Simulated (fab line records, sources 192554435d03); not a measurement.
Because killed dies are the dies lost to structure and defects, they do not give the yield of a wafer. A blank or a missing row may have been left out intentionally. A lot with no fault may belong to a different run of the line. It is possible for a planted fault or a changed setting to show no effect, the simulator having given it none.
Matching of chambers :: flow n5-finfet :: N5_BEOL_M8_PECVD_70 on pecvd-01 has 3 sister chambers
The step deposits SiO2 from TEOS/O2, target thk 20 nm, time 22.7 s. 3 wafers are shown with their chamber, then 7 later ones without.

== WAFERS, EACH WITH ITS CHAMBER ==
wafer: L081.3
chamber: 1
throttle-valve-pct (%): 22.3

wafer: L085.2
chamber: 2
throttle-valve-pct (%): 20.5

wafer: L085.3
chamber: 0
throttle-valve-pct (%): 22.4

== WAFERS WHOSE CHAMBER IS MISSING ==
wafer: L085.4
throttle-valve-pct (%): 22.4

wafer: L088.1
throttle-valve-pct (%): 22.2

wafer: L088.2
throttle-valve-pct (%): 20.3

wafer: L088.5
throttle-valve-pct (%): 22.7

wafer: L094.2
throttle-valve-pct (%): 22.8

wafer: L094.3
throttle-valve-pct (%): 22.4

wafer: L094.5
throttle-valve-pct (%): 22.5

== EACH ONE'S CHAMBER ==
wafer: L085.4
from the rows above: can't be placed: 0 or 1
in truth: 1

wafer: L088.1
from the rows above: can't be placed: 1 or 0
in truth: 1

wafer: L088.2
from the rows above: 2
in truth: 2

wafer: L088.5
from the rows above: can't be placed: 0 or 1
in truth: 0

wafer: L094.2
from the rows above: can't be placed: 0 or 1
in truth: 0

wafer: L094.3
from the rows above: can't be placed: 0 or 1
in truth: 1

wafer: L094.5
from the rows above: can't be placed: 0 or 1
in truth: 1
1 of 7 placed correctly. From these rows, 6 cannot be placed; in 6 the true chamber is one of the candidates. Number placed wrongly: 0.
How it was worked out, from the rows above alone: a wafer's distance from a chamber is the root of the sum, over the readings, of the square of ((its reading less the chamber's mean) divided by the reading's scatter). If the next closest chamber is less than 2 further off than the closest, the wafer can't be placed; otherwise it belongs to the closest. For every chamber, the mean is computed from those of its wafers that are shown. The scatter: with one shown wafer a chamber, the root of the mean of the squares of how far each hidden wafer lies from its nearest shown one.
